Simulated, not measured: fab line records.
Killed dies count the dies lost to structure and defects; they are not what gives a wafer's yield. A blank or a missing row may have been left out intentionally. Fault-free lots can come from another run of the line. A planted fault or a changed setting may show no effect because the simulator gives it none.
Which tool did it? :: flow n5 finfet :: Sampling: 24 lots, 72 wafers, 6 of 1938 route steps

## WHAT EACH GAUGE READ, for each wafer
No reading from a measuring or inspecting step in the record can be judged against a usual standard deviation.

## TOOL THAT RAN EACH LOT (tool first, then ch and the chambers of the sampled wafers, then the start)
lot: L074
N5_BEOL_M2_DEP_57: pecvd-02 ch 1,2, day 7 02:07
N5_BEOL_M3_DESCUM_16: rie diel-03 ch 0,3, day 7 02:59
N5_BEOL_M3_SURFACE_TREAT_85: pvd sputter-01, day 7 05:38
N5_BEOL_M3_ANNEAL_49: pvd sputter-01, day 7 05:56
N5_BEOL_M3_SPUTTER_90: pvd sputter-01, day 7 06:58
N5_BEOL_M3_SPUTTER_92: pvd sputter-01, day 7 07:11

lot: L075
N5_BEOL_M2_DEP_57: pecvd-03 ch 0,1, day 7 10:35
N5_BEOL_M3_DESCUM_16: rie diel-04 ch 0,2,3, day 7 13:34
N5_BEOL_M3_SURFACE_TREAT_85: pvd sputter-03, day 7 22:36
N5_BEOL_M3_ANNEAL_49: pvd sputter-02, day 8 00:27
N5_BEOL_M3_SPUTTER_90: pvd sputter-02, day 8 01:28
N5_BEOL_M3_SPUTTER_92: pvd sputter-02, day 8 01:41

lot: L077
N5_BEOL_M2_DEP_57: pecvd-03 ch 0,1,2, day 7 14:08
N5_BEOL_M3_DESCUM_16: rie diel-03 ch 0,2,3, day 7 15:27
N5_BEOL_M3_SURFACE_TREAT_85: pvd sputter-02, day 8 00:20
N5_BEOL_M3_ANNEAL_49: pvd sputter-01, day 8 00:54
N5_BEOL_M3_SPUTTER_90: pvd sputter-01, day 8 01:55
N5_BEOL_M3_SPUTTER_92: pvd sputter-01, day 8 02:08

lot: L076
N5_BEOL_M2_DEP_57: pecvd-04 ch 0,2, day 7 15:48
N5_BEOL_M3_DESCUM_16: rie diel-04 ch 1,2, day 7 18:38
N5_BEOL_M3_SURFACE_TREAT_85: pvd sputter-03, day 8 04:52
N5_BEOL_M3_ANNEAL_49: pvd sputter-03, day 8 05:10
N5_BEOL_M3_SPUTTER_90: pvd sputter-03, day 8 06:11
N5_BEOL_M3_SPUTTER_92: pvd sputter-03, day 8 06:25

lot: L078
N5_BEOL_M2_DEP_57: pecvd-04 ch 0,2, day 7 22:14
N5_BEOL_M3_DESCUM_16: rie diel-04 ch 1,3, day 8 01:02
N5_BEOL_M3_SURFACE_TREAT_85: pvd sputter-01, day 8 10:15
N5_BEOL_M3_ANNEAL_49: pvd sputter-03, day 8 12:12
N5_BEOL_M3_SPUTTER_90: pvd sputter-03, day 8 13:13
N5_BEOL_M3_SPUTTER_92: pvd sputter-03, day 8 13:26

lot: L079
N5_BEOL_M2_DEP_57: pecvd-02 ch 0,2, day 8 01:09
N5_BEOL_M3_DESCUM_16: rie diel-05 ch 0,1,2, day 8 03:32
N5_BEOL_M3_SURFACE_TREAT_85: pvd sputter-03, day 8 14:32
N5_BEOL_M3_ANNEAL_49: pvd sputter-02, day 8 14:56
N5_BEOL_M3_SPUTTER_90: pvd sputter-02, day 8 15:57
N5_BEOL_M3_SPUTTER_92: pvd sputter-02, day 8 16:10

lot: L080
N5_BEOL_M2_DEP_57: pecvd-04 ch 0,1,2, day 8 14:58
N5_BEOL_M3_DESCUM_16: rie diel-05 ch 0,2,3, day 8 18:31
N5_BEOL_M3_SURFACE_TREAT_85: pvd sputter-03, day 8 22:48
N5_BEOL_M3_ANNEAL_49: pvd sputter-02, day 8 23:11
N5_BEOL_M3_SPUTTER_90: pvd sputter-02, day 9 00:13
N5_BEOL_M3_SPUTTER_92: pvd sputter-02, day 9 00:26

lot: L081
N5_BEOL_M2_DEP_57: pecvd-02 ch 0,1,2, day 8 22:39
N5_BEOL_M3_DESCUM_16: rie diel-04 ch 1,2,3, day 9 01:46
N5_BEOL_M3_SURFACE_TREAT_85: pvd sputter-03, day 9 13:02
N5_BEOL_M3_ANNEAL_49: pvd sputter-02, day 9 13:25
N5_BEOL_M3_SPUTTER_90: pvd sputter-02, day 9 14:26
N5_BEOL_M3_SPUTTER_92: pvd sputter-02, day 9 14:39

lot: L082
N5_BEOL_M2_DEP_57: pecvd-03 ch 0,1, day 8 22:45
N5_BEOL_M3_DESCUM_16: rie diel-04 ch 1,2,3, day 9 01:59
N5_BEOL_M3_SURFACE_TREAT_85: pvd sputter-02, day 9 13:03
N5_BEOL_M3_ANNEAL_49: pvd sputter-01, day 9 13:21
N5_BEOL_M3_SPUTTER_90: pvd sputter-01, day 9 14:22
N5_BEOL_M3_SPUTTER_92: pvd sputter-01, day 9 14:35

lot: L083
N5_BEOL_M2_DEP_57: pecvd-03 ch 0,1,2, day 9 06:52
N5_BEOL_M3_DESCUM_16: rie diel-05 ch 2,3, day 9 08:19
N5_BEOL_M3_SURFACE_TREAT_85: pvd sputter-03, day 9 13:29
N5_BEOL_M3_ANNEAL_49: pvd sputter-01, day 9 15:11
N5_BEOL_M3_SPUTTER_90: pvd sputter-01, day 9 16:13
N5_BEOL_M3_SPUTTER_92: pvd sputter-01, day 9 16:26

lot: L084
N5_BEOL_M2_DEP_57: pecvd-04 ch 0,1, day 9 10:35
N5_BEOL_M3_DESCUM_16: rie diel-03 ch 1,2,3, day 9 12:51
N5_BEOL_M3_SURFACE_TREAT_85: pvd sputter-01, day 9 17:29
N5_BEOL_M3_ANNEAL_49: pvd sputter-01, day 9 17:52
N5_BEOL_M3_SPUTTER_90: pvd sputter-01, day 9 18:53
N5_BEOL_M3_SPUTTER_92: pvd sputter-01, day 9 19:07

lot: L085
N5_BEOL_M2_DEP_57: pecvd-02 ch 1,2, day 10 04:08
N5_BEOL_M3_DESCUM_16: rie diel-04 ch 0,2,3, day 10 05:13
N5_BEOL_M3_SURFACE_TREAT_85: pvd sputter-03, day 10 11:29
N5_BEOL_M3_ANNEAL_49: pvd sputter-01, day 10 12:00
N5_BEOL_M3_SPUTTER_90: pvd sputter-01, day 10 13:01
N5_BEOL_M3_SPUTTER_92: pvd sputter-01, day 10 13:14

lot: L087
N5_BEOL_M2_DEP_57: pecvd-02 ch 0,1,2, day 10 14:27
N5_BEOL_M3_DESCUM_16: rie diel-03 ch 0,1,2, day 10 17:01
N5_BEOL_M3_SURFACE_TREAT_85: pvd sputter-03, day 11 00:55
N5_BEOL_M3_ANNEAL_49: pvd sputter-01, day 11 01:21
N5_BEOL_M3_SPUTTER_90: pvd sputter-01, day 11 02:22
N5_BEOL_M3_SPUTTER_92: pvd sputter-01, day 11 02:35

lot: L088
N5_BEOL_M2_DEP_57: pecvd-04 ch 0,1, day 10 14:46
N5_BEOL_M3_DESCUM_16: rie diel-03 ch 0,1, day 10 17:14
N5_BEOL_M3_SURFACE_TREAT_85: pvd sputter-03, day 11 03:52
N5_BEOL_M3_ANNEAL_49: pvd sputter-01, day 11 04:14
N5_BEOL_M3_SPUTTER_90: pvd sputter-01, day 11 05:15
N5_BEOL_M3_SPUTTER_92: pvd sputter-01, day 11 05:28

lot: L086
N5_BEOL_M2_DEP_57: pecvd-03 ch 0,2, day 10 16:38
N5_BEOL_M3_DESCUM_16: rie diel-05 ch 1,2,3, day 10 18:26
N5_BEOL_M3_SURFACE_TREAT_85: pvd sputter-03, day 11 05:17
N5_BEOL_M3_ANNEAL_49: pvd sputter-03, day 11 05:38
N5_BEOL_M3_SPUTTER_90: pvd sputter-03, day 11 06:39
N5_BEOL_M3_SPUTTER_92: pvd sputter-03, day 11 06:52

lot: L089
N5_BEOL_M2_DEP_57: pecvd-04 ch 0,2, day 10 17:17
N5_BEOL_M3_DESCUM_16: rie diel-03 ch 0,1, day 10 18:52
N5_BEOL_M3_SURFACE_TREAT_85: pvd sputter-03, day 11 08:39
N5_BEOL_M3_ANNEAL_49: pvd sputter-01, day 11 09:08
N5_BEOL_M3_SPUTTER_90: pvd sputter-01, day 11 10:09
N5_BEOL_M3_SPUTTER_92: pvd sputter-01, day 11 10:22

lot: L090
N5_BEOL_M2_DEP_57: pecvd-02 ch 0,2, day 10 18:04
N5_BEOL_M3_DESCUM_16: rie diel-03 ch 1,2,3, day 10 21:28
N5_BEOL_M3_SURFACE_TREAT_85: pvd sputter-02, day 11 13:20
N5_BEOL_M3_ANNEAL_49: pvd sputter-03, day 11 13:50
N5_BEOL_M3_SPUTTER_90: pvd sputter-03, day 11 14:51
N5_BEOL_M3_SPUTTER_92: pvd sputter-03, day 11 15:04

lot: L091
N5_BEOL_M2_DEP_57: pecvd-04 ch 0,1,2, day 11 07:00
N5_BEOL_M3_DESCUM_16: rie diel-04 ch 1,2,3, day 11 08:41
N5_BEOL_M3_SURFACE_TREAT_85: pvd sputter-01, day 11 16:03
N5_BEOL_M3_ANNEAL_49: pvd sputter-01, day 11 16:31
N5_BEOL_M3_SPUTTER_90: pvd sputter-01, day 11 17:32
N5_BEOL_M3_SPUTTER_92: pvd sputter-01, day 11 17:45

lot: L092
N5_BEOL_M2_DEP_57: pecvd-03 ch 1,2, day 11 09:10
N5_BEOL_M3_DESCUM_16: rie diel-04 ch 0,2, day 11 11:19
N5_BEOL_M3_SURFACE_TREAT_85: pvd sputter-01, day 11 15:22
N5_BEOL_M3_ANNEAL_49: pvd sputter-03, day 11 15:47
N5_BEOL_M3_SPUTTER_90: pvd sputter-03, day 11 16:49
N5_BEOL_M3_SPUTTER_92: pvd sputter-03, day 11 17:02

lot: L093
N5_BEOL_M2_DEP_57: pecvd-04 ch 0,1,2, day 11 18:41
N5_BEOL_M3_DESCUM_16: rie diel-04 ch 1,2, day 11 21:31
N5_BEOL_M3_SURFACE_TREAT_85: pvd sputter-01, day 12 11:22
N5_BEOL_M3_ANNEAL_49: pvd sputter-03, day 12 12:01
N5_BEOL_M3_SPUTTER_90: pvd sputter-03, day 12 13:02
N5_BEOL_M3_SPUTTER_92: pvd sputter-03, day 12 13:16

lot: L094
N5_BEOL_M2_DEP_57: pecvd-02 ch 0,2, day 12 12:50
N5_BEOL_M3_DESCUM_16: rie diel-03 ch 1,2,3, day 12 14:55
N5_BEOL_M3_SURFACE_TREAT_85: pvd sputter-03, day 13 01:47
N5_BEOL_M3_ANNEAL_49: pvd sputter-02, day 13 02:17
N5_BEOL_M3_SPUTTER_90: pvd sputter-02, day 13 03:18
N5_BEOL_M3_SPUTTER_92: pvd sputter-02, day 13 03:31

lot: L096
N5_BEOL_M2_DEP_57: pecvd-04 ch 0,1, day 12 14:19
N5_BEOL_M3_DESCUM_16: rie diel-05 ch 0,3, day 12 18:21
N5_BEOL_M3_SURFACE_TREAT_85: pvd sputter-03, day 13 04:45
N5_BEOL_M3_ANNEAL_49: pvd sputter-03, day 13 05:05
N5_BEOL_M3_SPUTTER_90: pvd sputter-03, day 13 06:07
N5_BEOL_M3_SPUTTER_92: pvd sputter-03, day 13 06:20

lot: L095
N5_BEOL_M2_DEP_57: pecvd-03 ch 1,2, day 12 16:24
N5_BEOL_M3_DESCUM_16: rie diel-03 ch 1,2,3, day 12 18:49
N5_BEOL_M3_SURFACE_TREAT_85: pvd sputter-02, day 13 04:59
N5_BEOL_M3_ANNEAL_49: pvd sputter-01, day 13 06:41
N5_BEOL_M3_SPUTTER_90: pvd sputter-01, day 13 07:43
N5_BEOL_M3_SPUTTER_92: pvd sputter-01, day 13 07:56

lot: L097
N5_BEOL_M2_DEP_57: pecvd-03 ch 1,2, day 13 04:29
N5_BEOL_M3_DESCUM_16: rie diel-03 ch 0,1,3, day 13 05:20
N5_BEOL_M3_SURFACE_TREAT_85: pvd sputter-03, day 13 08:10
N5_BEOL_M3_ANNEAL_49: pvd sputter-02, day 13 08:46
N5_BEOL_M3_SPUTTER_90: pvd sputter-02, day 13 09:47
N5_BEOL_M3_SPUTTER_92: pvd sputter-02, day 13 10:00
- N5_BEOL_M2_DEP_57: deposits SiCN from 3MS/NH3, target thk 8 nm, time 14 s.
- N5_BEOL_M3_DESCUM_16: chemistry O2, time 7 s.
- N5_BEOL_M3_SURFACE_TREAT_85
- N5_BEOL_M3_ANNEAL_49: time 240 s.
- N5_BEOL_M3_SPUTTER_90: material Cu, target thk 4.5 nm, time 8.29 s.
- N5_BEOL_M3_SPUTTER_92: material Cu, target thk 4.5 nm, time 8.29 s.

## WHAT THE TOOLS THEMSELVES READ (means of the sampled wafers that have a number; where no wafer has one, the mark that the record gives instead)
N5_BEOL_M2_DEP_57.
lot: L074
tool: pecvd-02
chamber pressure Torr (Torr): 2.999
showerhead plenum p Torr (Torr): 3.662
throttle valve pct (%): 9.1

lot: L075
tool: pecvd-03
chamber pressure Torr (Torr): 2.997
showerhead plenum p Torr (Torr): 3.663
throttle valve pct (%): 9.1

lot: L077
tool: pecvd-03
chamber pressure Torr (Torr): 2.999
showerhead plenum p Torr (Torr): 3.663
throttle valve pct (%): 8.9

lot: L076
tool: pecvd-04
chamber pressure Torr (Torr): 3.004
showerhead plenum p Torr (Torr): 3.661
throttle valve pct (%): 9.0

lot: L078
tool: pecvd-04
chamber pressure Torr (Torr): 3.004
showerhead plenum p Torr (Torr): 3.660
throttle valve pct (%): 9.2

lot: L079
tool: pecvd-02
chamber pressure Torr (Torr): 3.000
showerhead plenum p Torr (Torr): 3.661
throttle valve pct (%): 8.7

lot: L080
tool: pecvd-04
chamber pressure Torr (Torr): 3.004
showerhead plenum p Torr (Torr): 3.659
throttle valve pct (%): 9.1

lot: L081
tool: pecvd-02
chamber pressure Torr (Torr): 2.999
showerhead plenum p Torr (Torr): 3.662
throttle valve pct (%): 9.0

lot: L082
tool: pecvd-03
chamber pressure Torr (Torr): 3.000
showerhead plenum p Torr (Torr): 3.667
throttle valve pct (%): 9.1

lot: L083
tool: pecvd-03
chamber pressure Torr (Torr): 3.000
showerhead plenum p Torr (Torr): 3.662
throttle valve pct (%): 9.0

lot: L084
tool: pecvd-04
chamber pressure Torr (Torr): 3.005
showerhead plenum p Torr (Torr): 3.656
throttle valve pct (%): 9.0

lot: L085
tool: pecvd-02
chamber pressure Torr (Torr): 3.002
showerhead plenum p Torr (Torr): 3.668
throttle valve pct (%): 9.2

lot: L087
tool: pecvd-02
chamber pressure Torr (Torr): 3.003
showerhead plenum p Torr (Torr): 3.666
throttle valve pct (%): 8.8

lot: L088
tool: pecvd-04
chamber pressure Torr (Torr): 2.998
showerhead plenum p Torr (Torr): 3.656
throttle valve pct (%): 8.9

lot: L086
tool: pecvd-03
chamber pressure Torr (Torr): 3.002
showerhead plenum p Torr (Torr): 3.659
throttle valve pct (%): 8.9

lot: L089
tool: pecvd-04
chamber pressure Torr (Torr): 3.000
showerhead plenum p Torr (Torr): 3.658
throttle valve pct (%): 8.5

lot: L090
tool: pecvd-02
chamber pressure Torr (Torr): 3.000
showerhead plenum p Torr (Torr): 3.662
throttle valve pct (%): 8.8

lot: L091
tool: pecvd-04
chamber pressure Torr (Torr): 3.001
showerhead plenum p Torr (Torr): 3.658
throttle valve pct (%): 8.7

lot: L092
tool: pecvd-03
chamber pressure Torr (Torr): 3.000
showerhead plenum p Torr (Torr): 3.668
throttle valve pct (%): 8.5

lot: L093
tool: pecvd-04
chamber pressure Torr (Torr): 2.996
showerhead plenum p Torr (Torr): 3.657
throttle valve pct (%): 8.9

lot: L094
tool: pecvd-02
chamber pressure Torr (Torr): 2.999
showerhead plenum p Torr (Torr): 3.666
throttle valve pct (%): 8.8

lot: L096
tool: pecvd-04
chamber pressure Torr (Torr): 3.000
showerhead plenum p Torr (Torr): 3.659
throttle valve pct (%): 9.2

lot: L095
tool: pecvd-03
chamber pressure Torr (Torr): 3.004
showerhead plenum p Torr (Torr): 3.669
throttle valve pct (%): 8.7

lot: L097
tool: pecvd-03
chamber pressure Torr (Torr): 3.001
showerhead plenum p Torr (Torr): 3.667
throttle valve pct (%): 8.6

N5_BEOL_M3_DESCUM_16.
lot: L074
tool: rie diel-03
drypump motor current A (A): 5.9
oes product au (a.u.): 0.87
rf vpp V (V): 244.4
showerhead plenum p Torr (Torr): 2.16
temp c (C): 40.00
throttle valve pct (%): 20.5

lot: L075
tool: rie diel-04
drypump motor current A (A): 5.6
oes product au (a.u.): 0.83
rf vpp V (V): 242.9
showerhead plenum p Torr (Torr): 2.09
temp c (C): 39.98
throttle valve pct (%): 20.2

lot: L077
tool: rie diel-03
drypump motor current A (A): 5.9
oes product au (a.u.): 0.79
rf vpp V (V): 242.8
showerhead plenum p Torr (Torr): 2.11
temp c (C): 40.10
throttle valve pct (%): 20.5

lot: L076
tool: rie diel-04
drypump motor current A (A): 5.0
oes product au (a.u.): 0.70
rf vpp V (V): 242.7
showerhead plenum p Torr (Torr): 2.02
temp c (C): 39.97
throttle valve pct (%): 20.4

lot: L078
tool: rie diel-04
drypump motor current A (A): 5.3
oes product au (a.u.): 0.81
rf vpp V (V): 243.9
showerhead plenum p Torr (Torr): 2.17
temp c (C): 40.20
throttle valve pct (%): 20.1

lot: L079
tool: rie diel-05
drypump motor current A (A): 5.8
oes product au (a.u.): 0.81
rf vpp V (V): 242.6
showerhead plenum p Torr (Torr): 2.06
temp c (C): 39.84
throttle valve pct (%): 20.3

lot: L080
tool: rie diel-05
drypump motor current A (A): 5.8
oes product au (a.u.): 0.84
rf vpp V (V): 243.4
showerhead plenum p Torr (Torr): 2.10
temp c (C): 40.03
throttle valve pct (%): 20.4

lot: L081
tool: rie diel-04
drypump motor current A (A): 5.2
oes product au (a.u.): 0.75
rf vpp V (V): 243.4
showerhead plenum p Torr (Torr): 2.09
temp c (C): 39.98
throttle valve pct (%): 20.3

lot: L082
tool: rie diel-04
drypump motor current A (A): 5.1
oes product au (a.u.): 0.76
rf vpp V (V): 242.6
showerhead plenum p Torr (Torr): 2.09
temp c (C): 39.92
throttle valve pct (%): 20.2

lot: L083
tool: rie diel-05
drypump motor current A (A): 5.5
oes product au (a.u.): 0.79
rf vpp V (V): 243.7
showerhead plenum p Torr (Torr): 2.13
temp c (C): 39.97
throttle valve pct (%): 20.7

lot: L084
tool: rie diel-03
drypump motor current A (A): 5.5
oes product au (a.u.): 0.85
rf vpp V (V): 242.9
showerhead plenum p Torr (Torr): 2.09
temp c (C): 39.95
throttle valve pct (%): 20.3

lot: L085
tool: rie diel-04
drypump motor current A (A): 5.6
oes product au (a.u.): 0.81
rf vpp V (V): 243.1
showerhead plenum p Torr (Torr): 2.08
temp c (C): 39.97
throttle valve pct (%): 20.3

lot: L087
tool: rie diel-03
drypump motor current A (A): 5.6
oes product au (a.u.): 0.77
rf vpp V (V): 243.5
showerhead plenum p Torr (Torr): 2.11
temp c (C): 40.00
throttle valve pct (%): 20.6

lot: L088
tool: rie diel-03
drypump motor current A (A): 5.5
oes product au (a.u.): 0.78
rf vpp V (V): 244.7
showerhead plenum p Torr (Torr): 2.17
temp c (C): 40.12
throttle valve pct (%): 20.9

lot: L086
tool: rie diel-05
drypump motor current A (A): 5.6
oes product au (a.u.): 0.76
rf vpp V (V): 242.6
showerhead plenum p Torr (Torr): 2.08
temp c (C): 40.08
throttle valve pct (%): 20.6

lot: L089
tool: rie diel-03
drypump motor current A (A): 5.5
oes product au (a.u.): 0.77
rf vpp V (V): 243.9
showerhead plenum p Torr (Torr): 2.17
temp c (C): 39.97
throttle valve pct (%): 20.8

lot: L090
tool: rie diel-03
drypump motor current A (A): 5.6
oes product au (a.u.): 0.83
rf vpp V (V): 242.9
showerhead plenum p Torr (Torr): 2.08
temp c (C): 40.09
throttle valve pct (%): 20.4

lot: L091
tool: rie diel-04
drypump motor current A (A): 5.1
oes product au (a.u.): 0.85
rf vpp V (V): 243.3
showerhead plenum p Torr (Torr): 2.08
temp c (C): 39.95
throttle valve pct (%): 20.2

lot: L092
tool: rie diel-04
drypump motor current A (A): 5.9
oes product au (a.u.): 0.79
rf vpp V (V): 242.5
showerhead plenum p Torr (Torr): 2.01
temp c (C): 40.01
throttle valve pct (%): 20.5

lot: L093
tool: rie diel-04
drypump motor current A (A): 5.0
oes product au (a.u.): 0.79
rf vpp V (V): 241.5
showerhead plenum p Torr (Torr): 2.00
temp c (C): 40.06
throttle valve pct (%): 20.3

lot: L094
tool: rie diel-03
drypump motor current A (A): 5.6
oes product au (a.u.): 0.81
rf vpp V (V): 243.6
showerhead plenum p Torr (Torr): 2.08
temp c (C): 39.95
throttle valve pct (%): 20.4

lot: L096
tool: rie diel-05
drypump motor current A (A): 5.6
oes product au (a.u.): 0.83
rf vpp V (V): 243.6
showerhead plenum p Torr (Torr): 2.09
temp c (C): 39.94
throttle valve pct (%): 20.5

lot: L095
tool: rie diel-03
drypump motor current A (A): 5.6
oes product au (a.u.): 0.81
rf vpp V (V): 243.1
showerhead plenum p Torr (Torr): 2.08
temp c (C): 39.98
throttle valve pct (%): 20.4

lot: L097
tool: rie diel-03
drypump motor current A (A): 5.5
oes product au (a.u.): 0.81
rf vpp V (V): 244.4
showerhead plenum p Torr (Torr): 2.15
temp c (C): 39.96
throttle valve pct (%): 20.6

N5_BEOL_M3_SURFACE_TREAT_85.
lot: L074
tool: pvd sputter-01
ar flow sccm (sccm): 29.99

lot: L075
tool: pvd sputter-03
ar flow sccm (sccm): 29.99

lot: L077
tool: pvd sputter-02
ar flow sccm (sccm): 30.01

lot: L076
tool: pvd sputter-03
ar flow sccm (sccm): 30.09

lot: L078
tool: pvd sputter-01
ar flow sccm (sccm): 29.91

lot: L079
tool: pvd sputter-03
ar flow sccm (sccm): 30.03

lot: L080
tool: pvd sputter-03
ar flow sccm (sccm): 29.99

lot: L081
tool: pvd sputter-03
ar flow sccm (sccm): 30.09

lot: L082
tool: pvd sputter-02
ar flow sccm (sccm): 30.02

lot: L083
tool: pvd sputter-03
ar flow sccm (sccm): 29.99

lot: L084
tool: pvd sputter-01
ar flow sccm (sccm): 29.99

lot: L085
tool: pvd sputter-03
ar flow sccm (sccm): 30.03

lot: L087
tool: pvd sputter-03
ar flow sccm (sccm): 30.12

lot: L088
tool: pvd sputter-03
ar flow sccm (sccm): 29.94

lot: L086
tool: pvd sputter-03
ar flow sccm (sccm): 29.96

lot: L089
tool: pvd sputter-03
ar flow sccm (sccm): 30.00

lot: L090
tool: pvd sputter-02
ar flow sccm (sccm): 29.95

lot: L091
tool: pvd sputter-01
ar flow sccm (sccm): 29.90

lot: L092
tool: pvd sputter-01
ar flow sccm (sccm): 29.99

lot: L093
tool: pvd sputter-01
ar flow sccm (sccm): 29.94

lot: L094
tool: pvd sputter-03
ar flow sccm (sccm): 30.04

lot: L096
tool: pvd sputter-03
ar flow sccm (sccm): 29.92

lot: L095
tool: pvd sputter-02
ar flow sccm (sccm): 30.04

lot: L097
tool: pvd sputter-03
ar flow sccm (sccm): 30.03

N5_BEOL_M3_ANNEAL_49.
lot: L074
tool: pvd sputter-01
heater power w (W): 853

lot: L075
tool: pvd sputter-02
heater power w (W): 734

lot: L077
tool: pvd sputter-01
heater power w (W): 869

lot: L076
tool: pvd sputter-03
heater power w (W): 725

lot: L078
tool: pvd sputter-03
heater power w (W): 728

lot: L079
tool: pvd sputter-02
heater power w (W): 766

lot: L080
tool: pvd sputter-02
heater power w (W): 806

lot: L081
tool: pvd sputter-02
heater power w (W): 798

lot: L082
tool: pvd sputter-01
heater power w (W): 872

lot: L083
tool: pvd sputter-01
heater power w (W): 867

lot: L084
tool: pvd sputter-01
heater power w (W): 874

lot: L085
tool: pvd sputter-01
heater power w (W): 866

lot: L087
tool: pvd sputter-01
heater power w (W): 864

lot: L088
tool: pvd sputter-01
heater power w (W): 869

lot: L086
tool: pvd sputter-03
heater power w (W): 711

lot: L089
tool: pvd sputter-01
heater power w (W): 869

lot: L090
tool: pvd sputter-03
heater power w (W): 750

lot: L091
tool: pvd sputter-01
heater power w (W): 878

lot: L092
tool: pvd sputter-03
heater power w (W): 722

lot: L093
tool: pvd sputter-03
heater power w (W): 748

lot: L094
tool: pvd sputter-02
heater power w (W): 776

lot: L096
tool: pvd sputter-03
heater power w (W): 739

lot: L095
tool: pvd sputter-01
heater power w (W): 875

lot: L097
tool: pvd sputter-02
heater power w (W): 805

N5_BEOL_M3_SPUTTER_90.
lot: L074
tool: pvd sputter-01
substrate temp c (C): -19.97
throttle valve pct (%): 30.9

lot: L075
tool: pvd sputter-02
substrate temp c (C): -20.05
throttle valve pct (%): 28.4

lot: L077
tool: pvd sputter-01
substrate temp c (C): -19.98
throttle valve pct (%): 30.0

lot: L076
tool: pvd sputter-03
substrate temp c (C): -19.95
throttle valve pct (%): 29.2

lot: L078
tool: pvd sputter-03
substrate temp c (C): -19.91
throttle valve pct (%): 29.4

lot: L079
tool: pvd sputter-02
substrate temp c (C): -20.07
throttle valve pct (%): 28.8

lot: L080
tool: pvd sputter-02
substrate temp c (C): -20.04
throttle valve pct (%): 28.8

lot: L081
tool: pvd sputter-02
substrate temp c (C): -20.16
throttle valve pct (%): 28.9

lot: L082
tool: pvd sputter-01
substrate temp c (C): -19.90
throttle valve pct (%): 31.1

lot: L083
tool: pvd sputter-01
substrate temp c (C): -19.94
throttle valve pct (%): 29.9

lot: L084
tool: pvd sputter-01
substrate temp c (C): -20.01
throttle valve pct (%): 30.3

lot: L085
tool: pvd sputter-01
substrate temp c (C): -20.07
throttle valve pct (%): 31.0

lot: L087
tool: pvd sputter-01
substrate temp c (C): -20.06
throttle valve pct (%): 29.6

lot: L088
tool: pvd sputter-01
substrate temp c (C): -19.97
throttle valve pct (%): 29.7

lot: L086
tool: pvd sputter-03
substrate temp c (C): -20.04
throttle valve pct (%): 29.7

lot: L089
tool: pvd sputter-01
substrate temp c (C): -20.00
throttle valve pct (%): 29.9

lot: L090
tool: pvd sputter-03
substrate temp c (C): -19.98
throttle valve pct (%): 29.6

lot: L091
tool: pvd sputter-01
substrate temp c (C): -20.06
throttle valve pct (%): 30.0

lot: L092
tool: pvd sputter-03
substrate temp c (C): -19.83
throttle valve pct (%): 29.6

lot: L093
tool: pvd sputter-03
substrate temp c (C): -20.00
throttle valve pct (%): 30.4

lot: L094
tool: pvd sputter-02
substrate temp c (C): -19.96
throttle valve pct (%): 29.1

lot: L096
tool: pvd sputter-03
substrate temp c (C): -20.08
throttle valve pct (%): 29.5

lot: L095
tool: pvd sputter-01
substrate temp c (C): -19.91
throttle valve pct (%): 30.3

lot: L097
tool: pvd sputter-02
substrate temp c (C): -20.11
throttle valve pct (%): 28.9

N5_BEOL_M3_SPUTTER_92.
lot: L074
tool: pvd sputter-01
substrate temp c (C): -20.00
throttle valve pct (%): 30.8

lot: L075
tool: pvd sputter-02
substrate temp c (C): -19.98
throttle valve pct (%): 28.5

lot: L077
tool: pvd sputter-01
substrate temp c (C): -20.01
throttle valve pct (%): 30.2

lot: L076
tool: pvd sputter-03
substrate temp c (C): -19.92
throttle valve pct (%): 29.2

lot: L078
tool: pvd sputter-03
substrate temp c (C): -19.98
throttle valve pct (%): 29.5

lot: L079
tool: pvd sputter-02
substrate temp c (C): -20.01
throttle valve pct (%): 29.0

lot: L080
tool: pvd sputter-02
substrate temp c (C): -20.02
throttle valve pct (%): 28.8

lot: L081
tool: pvd sputter-02
substrate temp c (C): -20.06
throttle valve pct (%): 28.9

lot: L082
tool: pvd sputter-01
substrate temp c (C): -20.02
throttle valve pct (%): 31.1

lot: L083
tool: pvd sputter-01
substrate temp c (C): -20.10
throttle valve pct (%): 29.8

lot: L084
tool: pvd sputter-01
substrate temp c (C): -19.92
throttle valve pct (%): 30.1

lot: L085
tool: pvd sputter-01
substrate temp c (C): -20.13
throttle valve pct (%): 31.0

lot: L087
tool: pvd sputter-01
substrate temp c (C): -19.99
throttle valve pct (%): 29.8

lot: L088
tool: pvd sputter-01
substrate temp c (C): -20.00
throttle valve pct (%): 29.7

lot: L086
tool: pvd sputter-03
substrate temp c (C): -20.08
throttle valve pct (%): 29.6

lot: L089
tool: pvd sputter-01
substrate temp c (C): -19.87
throttle valve pct (%): 30.0

lot: L090
tool: pvd sputter-03
substrate temp c (C): -20.12
throttle valve pct (%): 29.8

lot: L091
tool: pvd sputter-01
substrate temp c (C): -20.08
throttle valve pct (%): 30.0

lot: L092
tool: pvd sputter-03
substrate temp c (C): -20.04
throttle valve pct (%): 29.5

lot: L093
tool: pvd sputter-03
substrate temp c (C): -20.07
throttle valve pct (%): 30.5

lot: L094
tool: pvd sputter-02
substrate temp c (C): -20.09
throttle valve pct (%): 29.0

lot: L096
tool: pvd sputter-03
substrate temp c (C): -19.93
throttle valve pct (%): 29.6

lot: L095
tool: pvd sputter-01
substrate temp c (C): -20.02
throttle valve pct (%): 30.5

lot: L097
tool: pvd sputter-02
substrate temp c (C): -19.91
throttle valve pct (%): 29.0

## THE ANSWER, worked out from the rows above alone
Rule: the usual values come from the lots themselves. The widest of any qualifying gaps counts: lots, ordered by their means at a reading, are off when they make up no more than a third of the lots, leave a main group of 4 or more, and stand apart from it by 3 or more times the standard deviation of that group's means. The tables above print the reading to a certain number of digits; a main group whose means all agree to those digits is not used. Also off: a lot with no number at a reading for which 4 or more lots have one. Any other lot the step has rows for is counted as sound. Order of review: gauges by route order, followed by the tools' own readings, for which a lot's mean as printed above is used. The first step at which some lot is off is used, and at that step the reading that is off furthest; a lot without a number counts as furthest.
No lot is off at any reading shown: from this, nothing can be told.

## WHAT HAD BEEN PUT IN BY THE SIMULATOR
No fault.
